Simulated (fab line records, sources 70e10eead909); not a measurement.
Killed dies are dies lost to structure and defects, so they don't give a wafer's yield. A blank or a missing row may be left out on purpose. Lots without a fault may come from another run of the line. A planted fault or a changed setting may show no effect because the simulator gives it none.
fab line records | flow nand_harc
record lots=7 wafers=18 last_day=23
route steps=1159 shown A_WL_FILL@811 END@1159
lots that met no fault: from a run of the same line without faults
start_h: hours from the record's first day to the start of the lot's first wafer shown | wait_h: hours since the lot's step before | " the same as in the row above | L1.1+2: a row that stands for several wafers | - no value, or no start given | * or withheld: withheld | < > ~ a bound
route shown NAME@n: a module of which the file shows steps, and the number in the route of the first | usual: mean/standard deviation of fault-free wafers | same: alike in all rows | chamber/n: place in a boat | sites: the reading at each site | _std_site: their standard deviation | _edge_site: outer sites' mean less inner sites' | radius_mm: how far each site lies from the wafer's centre | mask NAME#n: copy n | behind: the tool/chamber that last shaped the wafer | hold: why the lot was held/for how many hours/how that ended | device: the transistor (n, p or np) that didn't switch | end of line: the same wafers' tests at the end of the route | a step without rows: its recipe alone | killed: dies lost to structure and defects at the first sort, not the wafer's yield | map: a wafer's dies, x killed, . not, _ none there
set.NAME: the setting as run; set.NAME@STEP: as run at that earlier step | model.NAME: the simulator's own value behind a step, which no gauge read
lots at some steps of the route; a table a step, a row a wafer
services: from which hour (start_h, from the record's first day; less than 0 if before it) a tool's chamber was out of use, for how many hours, and why
## steps
# step NHARC_A_WL_FILL_ALD_02
# recipe target_thk_a=20 pulse_time_s=3 ald_cycles=100 temp_c=450 material=TiN
# usual heater_power_w=1117/110 precursor_pulse_height_rel=1.001/0.019
# columns lot.wafer tool chamber start_h wait_h heater_power_w precursor_pulse_height_rel
L752.1 ald_metal-01 3 333.65 0.3 980 1.025
L752.6 " 0 " " 940 1.023
L752.5 " 1 " " 1037 0.983
L753.4 ald_metal-03 2 341.42 0.1 986 1.007
L753.3 " 3 " " 1122 0.993
L753.5 " 2 " " 1010 0.973
L754.3 ald_metal-01 3 341.59 0.2 978 1.042
L754.5 " 1 " " 1026 1.009
L755.1 ald_metal-04 2 356.62 0.2 1096 0.991
L755.4 " 0 " " 1291 0.990
L759.3 ald_metal-03 1 379.87 0.2 1221 1.014
L759.4 " 2 " " 998 1.031
L769.4 ald_metal-04 3 434.53 0.1 1107 1.016
L769.1 " 1 " " 1264 1.012
L769.2 " 2 " " 1081 0.993
L774.3 ald_metal-03 1 460.33 0.1 1244 1.005
L774.1 " 2 " " 984 0.987
L774.6 " 1 " " 1246 0.965
# step NHARC_A_WL_FILL_CVD_03
# recipe target_thk_a=400 temp_c=300 pressure_torr=40 wf6_flow_sccm=40 h2_flow_sccm=1600 ar_flow_sccm=1560 time_s=3302 material=W
# step NHARC_A_WL_FILL_ETCHBACK_04
# recipe target_depth_a=600 time_s=120 chemistry=NF3
# usual drypump_motor_current_A=5.5/0.38 oes_product_au=0.995/0.0099 run_length_s=141.6/0.42
# columns lot.wafer tool chamber start_h wait_h drypump_motor_current_A oes_product_au rf_hours_counter_h run_length_s
L752.1 rie_metal-02 1 337.71 2.9 5.6 1.023 3.8 141.9
L752.6 " 1 " " 5.6 1.018 - 141.5
L752.5 " 0 " " 4.9 0.985 - 142.3
L753.3 rie_metal-01 0 346.40 1.5 5.5 0.992 - 142.0
L753.4 " 1 " " 6.0 0.982 - 141.6
L753.5 " 1 " " 6.0 0.989 - 141.5
L754.3 rie_metal-01 0 347.78 2.0 5.5 1.015 - 141.9
L754.5 " 0 " " 5.5 0.991 - 142.0
L755.1 rie_metal-01 1 361.33 2.4 6.0 0.979 0.5 141.5
L755.4 " 1 " " 6.0 0.994 - 141.1
L759.4 rie_metal-01 0 383.60 2.0 5.5 1.003 - 142.2
L759.3 " 1 " " 6.0 1.004 - 141.4
L769.1 rie_metal-02 1 441.03 2.9 5.6 1.002 1.4 141.9
L769.2 " 0 " " 4.9 0.998 1.4 141.6
L769.4 " 0 " " 4.9 1.006 - 142.2
L774.1 rie_metal-01 1 466.49 2.4 6.0 0.995 3.9 141.2
L774.3 " 0 " " 5.5 0.993 - 142.4
L774.6 " 0 " " 5.5 0.985 - 141.9
# step NHARC_A_WL_FILL_ETCHBACK_05
# recipe target_depth_a=220 time_s=60 temp_c=40 chemistry=Cl2/BCl3
# usual drypump_motor_current_A=5.5/0.38 oes_product_au=0.995/0.011 run_length_s=81.6/0.41
# columns lot.wafer tool chamber start_h wait_h drypump_motor_current_A oes_product_au rf_hours_counter_h run_length_s
L752.1 rie_metal-02 1 337.96 0.2 5.6 1.012 4.0 81.6
L752.6 " 1 " " 5.6 1.017 - 81.9
L752.5 " 0 " " 4.9 0.980 - 81.8
L753.4 rie_metal-01 1 346.60 0.1 6.0 0.987 - 81.3
L753.3 " 0 " " 5.5 0.995 - 82.0
L753.5 " 0 " " 5.5 0.993 - 82.2
L754.3 rie_metal-01 0 347.95 0.1 5.5 0.996 - 81.9
L754.5 " 1 " " 6.0 0.993 - 81.2
L755.1 rie_metal-01 1 361.58 0.2 6.0 0.985 0.7 81.2
L755.4 " 1 " " 6.0 0.994 - 81.1
L759.4 rie_metal-01 1 383.80 0.2 6.0 0.993 - 81.4
L759.3 " 0 " " 5.5 0.998 - 82.0
L769.2 rie_metal-02 1 441.28 0.2 5.6 0.997 1.5 81.8
L769.1 " 0 " " 4.9 0.996 1.5 82.1
L769.4 " 0 " " 4.9 1.001 - 81.9
L774.1 rie_metal-01 0 466.73 0.2 5.5 0.977 4.1 82.2
L774.3 " 1 " " 6.0 1.000 - 81.1
L774.6 " 0 " " 5.5 0.988 - 81.8
# step NHARC_A_WL_FILL_STRIP_27
# recipe power_w=1500 temp_c=250 time_s=20 chemistry=N2/H2
# step NHARC_A_WL_FILL_STRIP_28
# recipe time_s=1200 temp_c=72.5 chemistry=post_etch_residue_remover
# step NHARC_A_WL_FILL_PRECLEAN_06
# recipe time_s=300 chemistry=DIW
# step NHARC_A_WL_FILL_SRD_07
# step NHARC_A_WL_FILL_ANNEAL_08
# recipe temp_c=450 time_s=1800
# step NHARC_A_WL_FILL_ALD_10
# recipe target_thk_a=500 pulse_time_s=10 ald_cycles=500 temp_c=300 material=SiO2
# usual heater_power_w=459/42 precursor_pulse_height_rel=1.001/0.02
# columns lot.wafer tool chamber start_h wait_h heater_power_w precursor_pulse_height_rel
L752.1 ald_hk-01 0 341.89 0.1 523 1.005
L752.6 " 0 343.97 2.1 515 0.997
L752.5 " 1 " " 500 1.012
L754.3 ald_hk-02 1 352.43 0.6 383 1.002
L754.5 " 1 354.51 2.6 364 0.992
L753.3 ald_hk-04 3 352.94 1.1 469 0.988
L753.4 " 0 " " 480 1.022
L753.5 " 1 " " 433 0.978
L755.1 ald_hk-02 3 371.88 0.1 473 0.999
L755.4 " 0 " " 440 1.000
L759.4 ald_hk-01 0 389.80 0.1 518 1.011
L759.3 " 3 391.34 1.6 504 1.021
L769.4 ald_hk-02 0 446.68 0.0 434 1.004
L769.2 " 1 " " 377 1.020
L769.1 " 3 448.22 1.6 460 0.994
L774.3 ald_hk-02 2 470.44 1.2 495 1.007
L774.1 " 3 " " 467 0.982
L774.6 " 1 472.01 2.7 378 0.978
# step NHARC_A_WL_FILL_ETCHBACK_16
# recipe target_depth_a=880 time_s=17.6 c4f8_flow_sccm=withheld o2_flow_sccm=8 ar_flow_sccm=withheld rf_w=600 bias_w=800 chemistry=C4F8/O2/Ar
# usual oes_product_au=0.980/0.03 rf_vpp_V=724/3.8 run_length_s=38.9/0.38
# columns lot.wafer tool chamber start_h wait_h oes_product_au rf_hours_counter_h rf_vpp_V run_length_s
L752.1 rie_diel-06 2 346.58 - 0.990 3.4 724 39.8
L752.6 " 0 " " 0.983 - 730 39.2
L752.5 " 1 " " 0.984 - 719 39.1
L753.4 rie_diel-09 1 356.58 - 0.981 5.3 722 38.6
L753.3 " 3 " " 0.994 5.6 729 38.5
L753.5 " 2 " " 0.999 - 724 39.1
L754.3 rie_diel-06 1 356.59 - 0.993 3.7 717 26.5
L754.5 " 1 " " 0.996 - 717 39.4
L755.1 rie_diel-06 1 376.56 - 0.990 4.6 715 39.6
L755.4 " 2 " " 0.987 - 725 26.4
L759.4 rie_diel-06 3 394.45 - 0.932 4.8 723 25.4
L759.3 " 0 " " 0.918 5.3 728 26.2
L769.2 rie_diel-09 2 451.30 - 0.992 0.7 724 38.5
L769.1 " 0 " " 0.986 0.9 728 38.6
L769.4 " 2 " " 1.000 - 724 38.9
L774.3 rie_diel-09 2 474.61 - 0.992 3.3 726 38.6
L774.1 " 0 " " 0.986 3.0 726 38.8
L774.6 " 1 " " 0.972 - 723 38.6
# step NHARC_A_WL_FILL_STRIP_29
# recipe time_s=20 o2_flow_sccm=500 ar_flow_sccm=0 bias_w=0 chemistry=O2
# usual drypump_motor_current_A=5.6/0.49 mfc_ar_sccm=0.008/0.01 oes_product_au=0.993/0.013 rf_vpp_V=57.9/0.71 showerhead_plenum_p_Torr=3.56/0.13 throttle_valve_pct=17.037/0.0094
# columns lot.wafer tool chamber start_h wait_h drypump_motor_current_A mfc_ar_sccm oes_product_au rf_hours_counter_h rf_vpp_V showerhead_plenum_p_Torr throttle_valve_pct
L752.1 rie_diel-06 2 346.66 0.1 5.0 0.012 0.979 3.4 58.0 3.55 17.047
L752.6 " 0 " " 5.0 0 0.993 - 58.3 3.70 17.052
L752.5 " 1 " " 6.1 0.021 0.986 - 57.2 3.31 17.047
L753.4 rie_diel-09 2 356.68 0.1 6.1 0.028 0.993 5.9 57.5 3.56 17.027
L753.3 " 3 " " 5.5 0 0.993 5.6 58.2 3.71 17.036
L753.5 " 1 " " 5.6 0.009 0.981 - 57.5 3.52 17.043
L754.3 rie_diel-06 0 356.70 0.1 5.0 0 0.999 3.6 58.1 3.70 17.043
L754.5 " 0 " " 5.0 0 0.995 - 57.5 3.70 17.048
L755.1 rie_diel-06 1 376.68 0.1 6.1 0.021 0.985 4.6 58.1 3.30 17.031
L755.4 " 1 " " 6.1 0.021 0.989 - 58.2 3.30 17.026
L759.3 rie_diel-06 0 394.53 0.1 5.0 0 0.983 5.3 58.6 3.70 17.027
L759.4 " 1 " " 6.1 0.021 0.984 5.4 55.7 3.30 17.043
L769.1 rie_diel-09 0 451.41 0.1 5.6 0 0.982 0.9 58.4 3.66 17.030
L769.2 " 1 " " 5.6 0.009 0.987 0.6 57.3 3.52 17.021
L769.4 " 1 " " 5.6 0.009 0.979 - 57.0 3.52 17.032
L774.3 rie_diel-09 3 474.70 0.1 5.5 0 0.985 2.6 57.8 3.71 17.051
L774.1 " 1 " " 5.6 0.009 0.979 2.9 57.7 3.52 17.026
L774.6 " 2 " " 6.1 0.028 0.992 - 58.1 3.56 17.034
# step NHARC_END_SORT_01
# recipe temp_c=25
# usual killed_at_array=27/9.9 killed_at_other=0.5/0.76 killed_at_periphery=3.4/2.2 killed_dies=31/10 killed_open=3.3/2 killed_short=2.0/1.5
# same gross_dies=677
# columns lot.wafer tool chamber start_h wait_h killed_at_array killed_at_other killed_at_periphery killed_dies killed_open killed_short
L753.3 prober-02 0 447.72 3.1 15 0 4 19 4 1
L753.4 prober-02 0 448.51 3.4 13 0 4 17 3 1
L753.5 prober-02 0 449.31 3.7 18 0 4 22 1 3
L752.1 prober-02 0 453.87 2.5 35 0 3 38 7 0
L752.5 prober-02 0 457.07 3.7 33 2 3 38 2 2
L752.6 prober-02 0 457.88 4.0 38 1 2 41 2 2
L754.3 prober-02 0 463.28 3.1 676 0 1 677 1 2
L754.5 prober-02 0 464.86 3.7 38 0 4 42 8 4
L755.4 prober-01 0 469.61 3.4 673 0 4 677 7 3
L759.3 prober-01 0 485.52 3.1 672 0 5 677 3 2
L759.4 prober-01 0 486.34 3.5 672 2 3 677 4 0
L769.1 prober-02 0 541.45 2.5 18 0 6 24 7 1
L769.2 prober-02 0 542.24 2.8 24 1 2 27 4 5
L769.4 prober-02 0 543.82 3.4 23 0 3 26 5 3
L774.1 prober-01 0 558.06 2.5 44 1 2 47 5 5
L774.3 prober-01 0 559.63 3.0 30 0 3 33 2 0
L774.6 prober-01 0 561.98 3.9 54 0 5 59 7 3
# killed by level:class
L753.3 A_CHANNEL_HOLE_D1:chamber_film_flake=4 A_STAIRCASE:chamber_film_flake=3 A_CONTACT:chamber_film_flake=2 P_CONTACT:geometric_particle:open=1 A_SOURCE_PLATE:geometric_particle:open=1 A_CHANNEL_HOLE_D1:geometric_particle:open=1 A_CHANNEL_FILL_D1:geometric_particle:short=1 A_M0:geometric_particle:open=1
L753.4 A_CHANNEL_HOLE_D1:chamber_film_flake=8 P_CONTACT:geometric_particle:open=1 P_M0:geometric_particle:open=1 A_SOURCE_PLATE:geometric_particle:short=1 A_WL_FILL:geometric_particle:open=1 P_STI:chamber_film_flake=1 P_M2:chamber_film_flake=1 A_STAIRCASE:chamber_film_flake=1
L753.5 A_CHANNEL_HOLE_D1:chamber_film_flake=7 A_CONTACT:chamber_film_flake=4 A_WL_FILL:chamber_film_flake=3 P_M2:chamber_film_flake=2 P_BONDPAD:geometric_particle:short=1 A_CHANNEL_FILL_D1:geometric_particle:short=1 A_CONTACT:geometric_particle:short=1 A_CONTACT:geometric_particle:open=1
L752.1 A_CHANNEL_HOLE_D1:chamber_film_flake=14 A_STAIRCASE:chamber_film_flake=4 A_SLIT:chamber_film_flake=4 A_CONTACT:chamber_film_flake=4 A_ZERO_WELL:chamber_film_flake=3 P_GATE:geometric_particle:open=1 P_M0:geometric_particle:open=1 A_CHANNEL_HOLE_D1:geometric_particle:open=1
L752.5 A_SLIT:chamber_film_flake=16 A_CHANNEL_HOLE_D1:chamber_film_flake=10 P_CONTACT:geometric_particle:short=2 A_STAIRCASE:chamber_film_flake=2 THIN_TSV:chamber_film_flake=2 A_M0:geometric_particle:open=1 A_M1:geometric_particle:open=1 P_STI:chamber_film_flake=1
L752.6 A_CHANNEL_HOLE_D1:chamber_film_flake=13 A_SLIT:chamber_film_flake=11 A_SGD_CUT:chamber_film_flake=4 A_WL_FILL:chamber_film_flake=3 A_STAIRCASE:chamber_film_flake=2 A_CONTACT:chamber_film_flake=2 P_GATE:geometric_particle:open=1 A_CONTACT:geometric_particle:short=1
L754.3 A_WL_FILL:area_etchback=647 A_CHANNEL_HOLE_D1:chamber_film_flake=11 A_BLC:chamber_film_flake=7 A_CONTACT:chamber_film_flake=4 A_STAIRCASE:chamber_film_flake=3 A_ONON_D1:geometric_particle:short=1 A_WL_FILL:geometric_particle:short=1 A_BLC:geometric_particle:open=1
L754.5 A_CHANNEL_HOLE_D1:chamber_film_flake=17 A_BLC:chamber_film_flake=4 A_STAIRCASE:chamber_film_flake=3 A_SGD_CUT:geometric_particle:open=2 A_BLC:geometric_particle:open=2 A_WL_FILL:chamber_film_flake=2 P_M0:geometric_particle:short=1 P_M0:geometric_particle:open=1
L755.4 A_WL_FILL:area_etchback=650 A_SLIT:chamber_film_flake=7 A_STAIRCASE:chamber_film_flake=5 P_M0:geometric_particle:open=3 A_BLC:chamber_film_flake=2 A_ONON_D1:geometric_particle:short=1 A_ONON_D1:geometric_particle:open=1 A_SGD_CUT:geometric_particle:open=1
L759.3 A_WL_FILL:area_etchback=653 A_STAIRCASE:chamber_film_flake=4 A_CHANNEL_HOLE_D1:chamber_film_flake=3 A_CONTACT:chamber_film_flake=3 A_CONTACT:geometric_particle:open=2 P_M1:chamber_film_flake=2 P_M2:chamber_film_flake=2 A_SLIT:chamber_film_flake=2
L759.4 A_WL_FILL:area_etchback=655 A_STAIRCASE:chamber_film_flake=4 A_CHANNEL_HOLE_D1:chamber_film_flake=3 A_SLIT:chamber_film_flake=2 A_WL_FILL:chamber_film_flake=2 A_CONTACT:chamber_film_flake=2 THIN_TSV:chamber_film_flake=2 P_M1:geometric_particle:open=1
L769.1 A_CHANNEL_HOLE_D1:chamber_film_flake=9 A_STAIRCASE:chamber_film_flake=2 A_CONTACT:chamber_film_flake=2 P_CONTACT:geometric_particle:short=1 P_CONTACT:geometric_particle:open=1 P_M0:geometric_particle:open=1 P_M2:geometric_particle:open=1 A_CHANNEL_HOLE_D1:geometric_particle:open=1
L769.2 A_CHANNEL_HOLE_D1:chamber_film_flake=10 A_STAIRCASE:chamber_film_flake=3 A_CONTACT:geometric_particle:open=2 A_M0:geometric_particle:short=2 A_CONTACT:chamber_film_flake=2 P_GATE:geometric_particle:open=1 A_SOURCE_PLATE:geometric_particle:short=1 A_ONON_D1:geometric_particle:short=1
L769.4 A_CHANNEL_HOLE_D1:chamber_film_flake=11 A_CONTACT:geometric_particle:open=3 A_STAIRCASE:chamber_film_flake=3 A_CONTACT:chamber_film_flake=2 P_GATE:geometric_particle:short=1 P_CONTACT:geometric_particle:open=1 A_CHANNEL_HOLE_D1:geometric_particle:open=1 A_SGD_CUT:geometric_particle:short=1
L774.1 A_SLIT:chamber_film_flake=17 A_CHANNEL_HOLE_D1:chamber_film_flake=10 A_STAIRCASE:chamber_film_flake=6 A_ONON_D1:geometric_particle:short=2 A_CONTACT:chamber_film_flake=2 A_SOURCE_PLATE:geometric_particle:short=1 A_CHANNEL_FILL_D1:geometric_particle:open=1 A_CHANNEL_FILL_D1:geometric_particle:short=1
L774.3 A_SLIT:chamber_film_flake=19 A_CHANNEL_HOLE_D1:chamber_film_flake=6 A_STAIRCASE:chamber_film_flake=2 P_GATE:geometric_particle:open=1 A_BLC:geometric_particle:open=1 P_STI:chamber_film_flake=1 P_M2:chamber_film_flake=1 A_CHANNEL_FILL_D1:chamber_film_flake=1
L774.6 A_SLIT:chamber_film_flake=21 A_STAIRCASE:chamber_film_flake=13 A_CHANNEL_HOLE_D1:chamber_film_flake=8 A_CONTACT:chamber_film_flake=3 A_BLC:geometric_particle:open=2 P_GATE:chamber_film_flake=2 P_STI:geometric_particle:open=1 A_CHANNEL_HOLE_D1:geometric_particle:open=1
# map L754.3 (x killed, . not)
____________x____________
_________xxxxxxx_________
_______xxxxxxxxxxx_______
______xxxxxxxxxxxxx______
_____xxxxxxxxxxxxxxx_____
____xxxxxxxxxxxxxxxxx____
____xxxxxxxxxxxxxxxxx____
___xxxxxxxxxxxxxxxxxxx___
___xxxxxxxxxxxxxxxxxxx___
__xxxxxxxxxxxxxxxxxxxxx__
__xxxxxxxxxxxxxxxxxxxxx__
_xxxxxxxxxxxxxxxxxxxxxxx_
_xxxxxxxxxxxxxxxxxxxxxxx_
_xxxxxxxxxxxxxxxxxxxxxxx_
_xxxxxxxxxxxxxxxxxxxxxxx_
_xxxxxxxxxxxxxxxxxxxxxxx_
xxxxxxxxxxxxxxxxxxxxxxxxx
xxxxxxxxxxxxxxxxxxxxxxxxx
xxxxxxxxxxxxxxxxxxxxxxxxx
xxxxxxxxxxxxxxxxxxxxxxxxx
xxxxxxxxxxxxxxxxxxxxxxxxx
_xxxxxxxxxxxxxxxxxxxxxxx_
_xxxxxxxxxxxxxxxxxxxxxxx_
_xxxxxxxxxxxxxxxxxxxxxxx_
_xxxxxxxxxxxxxxxxxxxxxxx_
_xxxxxxxxxxxxxxxxxxxxxxx_
__xxxxxxxxxxxxxxxxxxxxx__
__xxxxxxxxxxxxxxxxxxxxx__
___xxxxxxxxxxxxxxxxxxx___
___xxxxxxxxxxxxxxxxxxx___
____xxxxxxxxxxxxxxxxx____
____xxxxxxxxxxxxxxxxx____
_____xxxxxxxxxxxxxxx_____
______xxxxxxxxxxxxx______
_______xxxxxxxxxxx_______
_________xxxxxxx_________
____________x____________
# map L755.4 (x killed, . not)
____________x____________
_________xxxxxxx_________
_______xxxxxxxxxxx_______
______xxxxxxxxxxxxx______
_____xxxxxxxxxxxxxxx_____
____xxxxxxxxxxxxxxxxx____
____xxxxxxxxxxxxxxxxx____
___xxxxxxxxxxxxxxxxxxx___
___xxxxxxxxxxxxxxxxxxx___
__xxxxxxxxxxxxxxxxxxxxx__
__xxxxxxxxxxxxxxxxxxxxx__
_xxxxxxxxxxxxxxxxxxxxxxx_
_xxxxxxxxxxxxxxxxxxxxxxx_
_xxxxxxxxxxxxxxxxxxxxxxx_
_xxxxxxxxxxxxxxxxxxxxxxx_
_xxxxxxxxxxxxxxxxxxxxxxx_
xxxxxxxxxxxxxxxxxxxxxxxxx
xxxxxxxxxxxxxxxxxxxxxxxxx
xxxxxxxxxxxxxxxxxxxxxxxxx
xxxxxxxxxxxxxxxxxxxxxxxxx
xxxxxxxxxxxxxxxxxxxxxxxxx
_xxxxxxxxxxxxxxxxxxxxxxx_
_xxxxxxxxxxxxxxxxxxxxxxx_
_xxxxxxxxxxxxxxxxxxxxxxx_
_xxxxxxxxxxxxxxxxxxxxxxx_
_xxxxxxxxxxxxxxxxxxxxxxx_
__xxxxxxxxxxxxxxxxxxxxx__
__xxxxxxxxxxxxxxxxxxxxx__
___xxxxxxxxxxxxxxxxxxx___
___xxxxxxxxxxxxxxxxxxx___
____xxxxxxxxxxxxxxxxx____
____xxxxxxxxxxxxxxxxx____
_____xxxxxxxxxxxxxxx_____
______xxxxxxxxxxxxx______
_______xxxxxxxxxxx_______
_________xxxxxxx_________
____________x____________
## services
# columns tool chamber start_h hours kind
rie_diel-09 0 312.30 - clean
rie_diel-09 1 312.30 - clean
ald_metal-03 - 322.00 10.0 pm
rie_metal-01 - 332.00 9.0 pm
rie_metal-01 0 332.00 9.0 vent_cycle
rie_metal-01 1 332.00 9.0 vent_cycle
rie_metal-01 0 341.00 - clean
rie_metal-01 1 341.00 - clean
ald_metal-03 3 362.03 10.6 repair
rie_metal-02 - 366.14 0.6 repair
rie_metal-02 - 367.54 0.2 repair
rie_diel-06 3 368.17 9.8 repair
ald_hk-04 - 372.06 10.0 pm
rie_metal-02 - 388.00 9.0 pm
rie_diel-09 1 390.44 19.3 repair
ald_metal-03 2 395.03 22.2 repair
ald_metal-04 - 406.00 10.0 pm
ald_hk-01 - 410.04 10.0 pm
rie_diel-06 - 418.20 9.0 pm
rie_diel-09 - 431.17 9.0 pm
ald_metal-01 3 439.75 14.2 repair
rie_diel-09 3 449.04 6.7 repair
ald_metal-01 - 458.00 10.0 pm
ald_hk-02 - 459.27 10.0 pm
## key
first_sign step=NHARC_A_WL_FILL_ETCHBACK_16 reading=run_length_s direction=down sigmas=34 usual=* struck=*
effect step=NHARC_END_SORT_01 reading=killed_at_array direction=up sigmas=65 usual=27 struck=673
more_kills_born_at NHARC_A_WL_FILL_ETCHBACK_16@rie_diel-06=2605
met_at NHARC_A_WL_FILL_ETCHBACK_16
struck_wafers L754.3,L755.4,L759.3,L759.4
later_rows_left_out L754.3,L755.4,L759.3,L759.4
tester_left_out L754,L755,L759
onset_between 346.58 356.59
fault kind=process_parameter_drift tool=rie_diel-06 chamber=- onset_h=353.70 steps=NHARC_A_WL_FILL_ETCHBACK_16 channel=time_s offset=* shape=step end_h=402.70 scope=struck_wafers_only acts_in=* stated=*
# tester_left_out: of these lots the tester's yield and bins aren't shown, on N5 and GAA mostly nor the transistor test; their killed dies are dies lost to structure and defects alone, not to doping, threshold or leakage, so they don't give the yield
# later_rows_left_out: the simulator's readings of these wafers behind a module that went badly wrong aren't trusted and aren't shown, but for the sort
